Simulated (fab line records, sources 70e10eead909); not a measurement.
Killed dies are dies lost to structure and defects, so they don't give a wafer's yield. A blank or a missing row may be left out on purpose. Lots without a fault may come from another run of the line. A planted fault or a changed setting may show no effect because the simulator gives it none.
A struck lot beside a sound one | flow nand_harc | 15 steps out of a route of 1159
Sound: wafers L338.2, L338.5, L338.6. Struck: wafers L343.2, L343.4, L343.6. The cause comes at the end.
At each step with rows: each side's tool, then ch and its chambers, then its first start. Under that, the readings that differ: sound wafers | struck wafers | difference of the means | sigmas: that difference in standard deviations of wafers without a fault.
alike: readings whose means differ by less than 2 such deviations, and words and numbers that are the same on both sides. not compared: withheld readings, readings that some wafer has no value for, bounds like >300 that may hide the same value, and numbers for which the record gives no deviation and whose values overlap.
The two part at a step that has a row with sigmas, a row that says differs or no value, or rows on one side only. Numbers that don't overlap but have no deviation are shown without sigmas and don't part them. A reading that every wafer of one side lacks parts them only if that side has two wafers or more.

first, 9 steps without rows for these wafers: NHARC_P_ZERO_WELL_STRIP_15 (strips in SPM, time 900 s); NHARC_P_ZERO_WELL_DEHYDRATE_16 (time 120 s); NHARC_P_ZERO_WELL_HMDS_17 (time 30 s); NHARC_P_ZERO_WELL_COAT_18; NHARC_P_ZERO_WELL_SOFTBAKE_19 (time 95 s); NHARC_P_ZERO_WELL_EBR_20; NHARC_P_ZERO_WELL_EXPOSE_21 (exposes mask P NWELL, target cd 720 nm); NHARC_P_ZERO_WELL_PEB_22 (peb time 85 s); NHARC_P_ZERO_WELL_DEVELOP_23 (time 70 s).
NHARC_P_ZERO_WELL_CD_MEAS_24: target cd 720 nm.
  sound on cd_sem-03 ch 0, day 1 14:37; struck on cd_sem-02 ch 0, day 2 20:35
  alike: cd_nm
then, 1 step without rows for these wafers: NHARC_P_ZERO_WELL_HARDBAKE_25 (time 80 s).
NHARC_P_ZERO_WELL_DESCUM_26: chemistry O2, time 3 s.
  sound on rie_diel-07 ch 0,3, day 1 14:47; struck on rie_diel-07 ch 1,2, day 2 20:45
  alike: drypump_motor_current_A, oes_product_au, rf_vpp_V, showerhead_plenum_p_Torr, throttle_valve_pct
  not compared: rf_hours_counter_h
NHARC_P_ZERO_WELL_IMPLANT_27:
  sound on implanter-02 ch 0, day 1 14:58; struck on implanter-01 ch 0, day 2 21:22
  alike: dose_ions_cm2
then, 2 steps without rows for these wafers: NHARC_P_ZERO_WELL_IMPLANT_57; NHARC_END_SORT_01.

WHERE THEY PART
Nowhere in this record.

WHY: what the simulator had put in
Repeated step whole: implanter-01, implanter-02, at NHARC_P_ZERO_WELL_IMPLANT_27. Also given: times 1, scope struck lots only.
